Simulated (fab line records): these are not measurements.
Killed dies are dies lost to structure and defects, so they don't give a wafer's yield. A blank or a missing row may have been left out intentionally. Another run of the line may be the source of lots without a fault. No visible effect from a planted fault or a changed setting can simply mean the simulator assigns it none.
Split-lot trial :: flow n5Finfet :: 39 wafers read from 7 lots, route of 1938 steps

== SPLIT DETAILS ==
At N5_BEOL_M0_SAQP_ILD_DEP_01 (deposits SiOC from DEMS/O2, target thk 45.419 nm, time 8.7 s), the setting timeS was moved away from the recipe's 8.7 s on 9 of the 39 wafers read, by -22.0% to +58.4%. All remaining wafers had this setting at the recipe value.

Reading taken at the split's own step.

== THE READING ==
SiOC_of_BEOL_M0_SAQP_ILD_DEP_01.thkNm (the simulator's own value, which no gauge read), in nm, at N5_BEOL_M0_SAQP_ILD_DEP_01 (deposits SiOC from DEMS/O2, target thk 45.419 nm, time 8.7 s). No usual value for it is given in the file. Across the 30 wafers here that went through the recipe, the average is 45.4 nm and the standard deviation 0.51 nm.

wafer: L074.1
tool, chamber at the split: pecvd-01, 1
timeS as run, s: 8.7
against the recipe: recipe
SiOC_of_BEOL_M0_SAQP_ILD_DEP_01.thkNm, nm: 44.6
against lot-mates on the recipe: -

wafer: L074.2
tool, chamber at the split: pecvd-01, 0
timeS as run, s: 6.915
against the recipe: -20.5%
SiOC_of_BEOL_M0_SAQP_ILD_DEP_01.thkNm, nm: 36
against lot-mates on the recipe: -9.6

wafer: L074.3
tool, chamber at the split: pecvd-01, 2
timeS as run, s: 6.915
against the recipe: -20.5%
SiOC_of_BEOL_M0_SAQP_ILD_DEP_01.thkNm, nm: 35.8
against lot-mates on the recipe: -9.8

wafer: L074.4
tool, chamber at the split: pecvd-01, 2
timeS as run, s: 6.915
against the recipe: -20.5%
SiOC_of_BEOL_M0_SAQP_ILD_DEP_01.thkNm, nm: 36.4
against lot-mates on the recipe: -9.2

wafer: L074.5
tool, chamber at the split: pecvd-01, 0
timeS as run, s: 8.7
against the recipe: recipe
SiOC_of_BEOL_M0_SAQP_ILD_DEP_01.thkNm, nm: 46
against lot-mates on the recipe: -

wafer: L074.6
tool, chamber at the split: pecvd-01, 1
timeS as run, s: 8.7
against the recipe: recipe
SiOC_of_BEOL_M0_SAQP_ILD_DEP_01.thkNm, nm: 46.2
against lot-mates on the recipe: -

wafer: L075.1
tool, chamber at the split: pecvd-03, 1,2
timeS as run, s: 8.7
against the recipe: recipe
SiOC_of_BEOL_M0_SAQP_ILD_DEP_01.thkNm, nm: 44.8
against lot-mates on the recipe: -

wafer: L075.2
tool, chamber at the split: pecvd-03, 1,2
timeS as run, s: 8.7
against the recipe: recipe
SiOC_of_BEOL_M0_SAQP_ILD_DEP_01.thkNm, nm: 44.8
against lot-mates on the recipe: -

wafer: L075.3
tool, chamber at the split: pecvd-03, 1,1,2
timeS as run, s: 8.7
against the recipe: recipe
SiOC_of_BEOL_M0_SAQP_ILD_DEP_01.thkNm, nm: 45.8
against lot-mates on the recipe: -

wafer: L075.5
tool, chamber at the split: pecvd-03, 1,1,2
timeS as run, s: 8.7
against the recipe: recipe
SiOC_of_BEOL_M0_SAQP_ILD_DEP_01.thkNm, nm: 45.8
against lot-mates on the recipe: -

wafer: L075.6
tool, chamber at the split: pecvd-03, 1,1,2
timeS as run, s: 8.7
against the recipe: recipe
SiOC_of_BEOL_M0_SAQP_ILD_DEP_01.thkNm, nm: 45.8
against lot-mates on the recipe: -

wafer: L075.4
tool, chamber at the split: pecvd-03, 2
timeS as run, s: 8.7
against the recipe: recipe
SiOC_of_BEOL_M0_SAQP_ILD_DEP_01.thkNm, nm: 45.6
against lot-mates on the recipe: -

wafer: L081.1
tool, chamber at the split: pecvd-01, 1,2
timeS as run, s: 6.789
against the recipe: -22.0%
SiOC_of_BEOL_M0_SAQP_ILD_DEP_01.thkNm, nm: 35.6
against lot-mates on the recipe: -9.3

wafer: L081.6
tool, chamber at the split: pecvd-01, 1,2
timeS as run, s: 6.789
against the recipe: -22.0%
SiOC_of_BEOL_M0_SAQP_ILD_DEP_01.thkNm, nm: 35.6
against lot-mates on the recipe: -9.3

wafer: L081.2
tool, chamber at the split: pecvd-01, 2,0
timeS as run, s: 8.7
against the recipe: recipe
SiOC_of_BEOL_M0_SAQP_ILD_DEP_01.thkNm, nm: 44.8
against lot-mates on the recipe: -

wafer: L081.3
tool, chamber at the split: pecvd-01, 2,0
timeS as run, s: 8.7
against the recipe: recipe
SiOC_of_BEOL_M0_SAQP_ILD_DEP_01.thkNm, nm: 44.8
against lot-mates on the recipe: -

wafer: L081.4
tool, chamber at the split: pecvd-01, 1
timeS as run, s: 6.789
against the recipe: -22.0%
SiOC_of_BEOL_M0_SAQP_ILD_DEP_01.thkNm, nm: 35.8
against lot-mates on the recipe: -9.1

wafer: L081.5
tool, chamber at the split: pecvd-01, 0
timeS as run, s: 8.7
against the recipe: recipe
SiOC_of_BEOL_M0_SAQP_ILD_DEP_01.thkNm, nm: 45.2
against lot-mates on the recipe: -

wafer: L085.3
tool, chamber at the split: pecvd-02, 1
timeS as run, s: 8.7
against the recipe: recipe
SiOC_of_BEOL_M0_SAQP_ILD_DEP_01.thkNm, nm: 45.4
against lot-mates on the recipe: -

wafer: L085.4
tool, chamber at the split: pecvd-02, 1
timeS as run, s: 8.7
against the recipe: recipe
SiOC_of_BEOL_M0_SAQP_ILD_DEP_01.thkNm, nm: 46
against lot-mates on the recipe: -

wafer: L085.6
tool, chamber at the split: pecvd-02, 0
timeS as run, s: 8.7
against the recipe: recipe
SiOC_of_BEOL_M0_SAQP_ILD_DEP_01.thkNm, nm: 45.6
against lot-mates on the recipe: -

wafer: L090.1
tool, chamber at the split: pecvd-01, 0
timeS as run, s: 8.7
against the recipe: recipe
SiOC_of_BEOL_M0_SAQP_ILD_DEP_01.thkNm, nm: 45.2
against lot-mates on the recipe: -

wafer: L090.2
tool, chamber at the split: pecvd-01, 2
timeS as run, s: 8.7
against the recipe: recipe
SiOC_of_BEOL_M0_SAQP_ILD_DEP_01.thkNm, nm: 44.4
against lot-mates on the recipe: -

wafer: L090.3
tool, chamber at the split: pecvd-01, 1,2
timeS as run, s: 8.7
against the recipe: recipe
SiOC_of_BEOL_M0_SAQP_ILD_DEP_01.thkNm, nm: 45.6
against lot-mates on the recipe: -

wafer: L090.4
tool, chamber at the split: pecvd-01, 1,2
timeS as run, s: 8.7
against the recipe: recipe
SiOC_of_BEOL_M0_SAQP_ILD_DEP_01.thkNm, nm: 45.6
against lot-mates on the recipe: -

wafer: L090.5
tool, chamber at the split: pecvd-01, 1
timeS as run, s: 8.7
against the recipe: recipe
SiOC_of_BEOL_M0_SAQP_ILD_DEP_01.thkNm, nm: 45.4
against lot-mates on the recipe: -

wafer: L090.6
tool, chamber at the split: pecvd-01, 0
timeS as run, s: 8.7
against the recipe: recipe
SiOC_of_BEOL_M0_SAQP_ILD_DEP_01.thkNm, nm: 45.8
against lot-mates on the recipe: -

wafer: L095.1
tool, chamber at the split: pecvd-01, 1
timeS as run, s: 13.78
against the recipe: +58.4%
SiOC_of_BEOL_M0_SAQP_ILD_DEP_01.thkNm, nm: 71.2
against lot-mates on the recipe: +26.0

wafer: L095.2
tool, chamber at the split: pecvd-01, 2
timeS as run, s: 13.78
against the recipe: +58.4%
SiOC_of_BEOL_M0_SAQP_ILD_DEP_01.thkNm, nm: 71
against lot-mates on the recipe: +25.8

wafer: L095.3
tool, chamber at the split: pecvd-01, 0
timeS as run, s: 8.7
against the recipe: recipe
SiOC_of_BEOL_M0_SAQP_ILD_DEP_01.thkNm, nm: 44.8
against lot-mates on the recipe: -

wafer: L095.4
tool, chamber at the split: pecvd-01, 2
timeS as run, s: 8.7
against the recipe: recipe
SiOC_of_BEOL_M0_SAQP_ILD_DEP_01.thkNm, nm: 45
against lot-mates on the recipe: -

wafer: L095.5
tool, chamber at the split: pecvd-01, 0
timeS as run, s: 13.78
against the recipe: +58.4%
SiOC_of_BEOL_M0_SAQP_ILD_DEP_01.thkNm, nm: 72.4
against lot-mates on the recipe: +27.2

wafer: L095.6
tool, chamber at the split: pecvd-01, 1
timeS as run, s: 8.7
against the recipe: recipe
SiOC_of_BEOL_M0_SAQP_ILD_DEP_01.thkNm, nm: 45.8
against lot-mates on the recipe: -

wafer: L096.1
tool, chamber at the split: pecvd-02, 1
timeS as run, s: 8.7
against the recipe: recipe
SiOC_of_BEOL_M0_SAQP_ILD_DEP_01.thkNm, nm: 45
against lot-mates on the recipe: -

wafer: L096.2
tool, chamber at the split: pecvd-02, 0
timeS as run, s: 8.7
against the recipe: recipe
SiOC_of_BEOL_M0_SAQP_ILD_DEP_01.thkNm, nm: 44.8
against lot-mates on the recipe: -

wafer: L096.3
tool, chamber at the split: pecvd-02, 2
timeS as run, s: 8.7
against the recipe: recipe
SiOC_of_BEOL_M0_SAQP_ILD_DEP_01.thkNm, nm: 44.6
against lot-mates on the recipe: -

wafer: L096.4
tool, chamber at the split: pecvd-02, 2
timeS as run, s: 8.7
against the recipe: recipe
SiOC_of_BEOL_M0_SAQP_ILD_DEP_01.thkNm, nm: 45.8
against lot-mates on the recipe: -

wafer: L096.5
tool, chamber at the split: pecvd-02, 0
timeS as run, s: 8.7
against the recipe: recipe
SiOC_of_BEOL_M0_SAQP_ILD_DEP_01.thkNm, nm: 45.6
against lot-mates on the recipe: -

wafer: L096.6
tool, chamber at the split: pecvd-02, 1
timeS as run, s: 8.7
against the recipe: recipe
SiOC_of_BEOL_M0_SAQP_ILD_DEP_01.thkNm, nm: 46
against lot-mates on the recipe: -
When a row names more than one chamber, that row covers several wafers, and the file does not tell which wafer ran in which chamber.

THE FIT
A straight line over all 39 wafers: SiOC_of_BEOL_M0_SAQP_ILD_DEP_01.thkNm changes by +0.448 nm for each +1% of timeS; r = +1.00; the points scatter about the line by 0.5 nm.
The same after taking each lot's own level away (the mean of its wafers on the recipe; 39 wafers): +0.449 nm for each +1%; r = +1.00; scatter 0.5 nm.
According to that fit, moving timeS by its largest amount changes the reading by 26 nm.
From 44.93 to 45.67 nm: that is the span of the lots' own levels, equal to 1.5 times the standard deviation above.
Consequently the slope shifts little with the lot-to-lot level, the two slopes agreeing.
Check: +26.3 nm against its lot-mates is what the line predicts for one of the wafers moved furthest among these (+58.4%) when that wafer is left out of the fit. It came out at +26 nm against them.

== OTHER SPLITS APPLIED TO THESE WAFERS ==
Note: prior to the reading, these wafers also went through further splits. Each is held against what the fit with the lots' levels taken away leaves over:
other split on the same wafers: N5_ZERO_LAYER_PECVD_02 timeS
wafers away from the commonest value: 15
r with SiOC_of_BEOL_M0_SAQP_ILD_DEP_01.thkNm (lot level and that fit taken away): -0.04

other split on the same wafers: N5_ZERO_LAYER_DEVELOP_10 developTimeS
wafers away from the commonest value: 15
r with SiOC_of_BEOL_M0_SAQP_ILD_DEP_01.thkNm (lot level and that fit taken away): -0.05

other split on the same wafers: N5_SDB_ALD_29 aldCycles
wafers away from the commonest value: 15
r with SiOC_of_BEOL_M0_SAQP_ILD_DEP_01.thkNm (lot level and that fit taken away): -0.05

== THE FILE'S OWN FIT ==
SiOC_of_BEOL_M0_SAQP_ILD_DEP_01.thkNm changes by +0.449 nm for each +1% of timeS, r = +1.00.
